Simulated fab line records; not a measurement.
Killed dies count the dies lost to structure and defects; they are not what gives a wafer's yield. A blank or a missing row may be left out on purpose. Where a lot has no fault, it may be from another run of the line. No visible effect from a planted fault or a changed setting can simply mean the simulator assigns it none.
A lot that was struck, set against a sound lot ; flow n5 finfet ; 21 steps out of a route of 1938
Sound: these wafers, L943.4, L943.5, L943.6. Struck: wafers L935.2, L935.4 (left out: L935.6, a lot-mate that was not struck); the cause follows at the end.
Each step with rows lists, per side, the tool, then ch with its chambers, then its first start. Under that, the readings that differ: sound wafers ; struck wafers ; difference of the means ; sigmas: that difference in standard deviations of wafers without a fault.
alike: a reading whose means differ by less than 2 such deviations, as well as words and numbers matching on both sides. not compared: withheld readings; readings where some wafer has no value; bounds like >300 that might hide an equal value; numbers whose values overlap and for which the record gives no deviation.
The two part at a step that has a row with sigmas, a row that says differs or no value, or rows on one side only. When numbers do not overlap yet have no deviation, they are printed without sigmas and do not part them. Lack of a reading on every wafer of one side parts them only where that side has two or more wafers.

first, 8 steps without rows for these wafers: N5_ILD0_LINER_00 (material SiNx, target thk 4 nm, pulse time 1 s, purge time 2 s); N5_ILD0_FCVD_FILL_01 (material SiO2 flowable, target thk 200 nm, time 328.3 s); N5_ILD0_CURE_02 (time 1800 s); N5_ILD0_CMP_03 (polishes, stops on SiNx, t overpolish 1.9 s, target thk 197.38 nm); N5_ILD0_CMP_07 (polishes SiO2 flowable, stops on poly-Si, t overpolish 1.18 s, target thk 138.88 nm); N5_ILD0_PRECLEAN_10 (cleans in NF3:NH3, afs cycles 5, time 20 s, sublimation time 60 s); N5_ILD0_ALD_15 (deposits SiNx, target thk 24 nm, pulse time 1 s, ald cycles 480); N5_ILD0_CMP_12 (polishes SiNx, stops on poly-Si, t overpolish 6 s, target thk 17.67 nm).
N5_SDB_HM_DEP_00: deposits SiNx from SiH4/NH3/N2, target thk 40 nm, time 35.3 s.
  sound on pecvd-01 ch 0,1, day 8 19:29; struck on pecvd-02 ch 2, day 6 21:22
reading;sound;struck;difference;sigmas
showerhead plenum p Torr (Torr);5.15 5.16 5.20;5.26 5.25;+0.08;+2
  alike: heater power w, throttle valve pct
then, 8 steps without rows for these wafers: N5_SDB_COAT_03 (time 60 s, resist thk 100 nm); N5_SDB_COAT_04 (time 60 s, resist thk 18 nm); N5_SDB_COAT_05 (resist thk 90 nm); N5_SDB_EBR_07; N5_SDB_SOFTBAKE_06 (time 60 s); N5_SDB_EXPOSE_08 (exposes mask SDB); N5_SDB_PEB_09 (peb time 60 s); N5_SDB_DEVELOP_10 (develop time 30 s).
N5_SDB_INSPECT_13: inspects for defects (brightfield).
  struck on defect inspect-01, day 6 21:55; sound on defect inspect-01, day 8 19:59
reading;sound;struck;difference;sigmas
raw defect count;105 71 86;1279 1378;+1241;+32
then, 1 step without rows for these wafers: N5_SDB_DESCUM_16 (chemistry O2, time 7.9 s).
-- the record jumps here: 4 days lie between the struck wafers' starts before and after (it left off in module SDB and takes up again in module BEOL_M4, whose first step shown is number 1111 of the route) --
N5_BEOL_M4_RC_MEAS_101:
  sound on prober-02 ch 0, day 12 23:21; struck on prober-02 ch 0, day 11 01:13
reading;sound;struck;difference;sigmas
DIBL_N (mV/V);39.7 38.2 39.7;36.7 35.6;-3.0;-2
  alike: DIBL_P, IOFF_N, IOFF_P, ION_N, ION_P, SS_N, SS_P, VT_N, VT_P
-- a jump in the record: the struck wafers' starts before and after are 4 days apart (it breaks off in module BEOL_M4 and resumes in module PASSIVATION, where the first step shown is number 1936 of the route) --
N5_PASSIVATION_PROBE_49:
  only the struck wafers here have rows in the record (prober-02, day 15 03:58); the sound ones have none

## WHERE THEY PART
First at N5_SDB_HM_DEP_00; last, within this record, at N5_PASSIVATION_PROBE_49.

WHY: whatever the simulator had introduced
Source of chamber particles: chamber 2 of pecvd-02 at N5_SDB_HM_DEP_00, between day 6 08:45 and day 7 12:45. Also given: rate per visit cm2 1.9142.
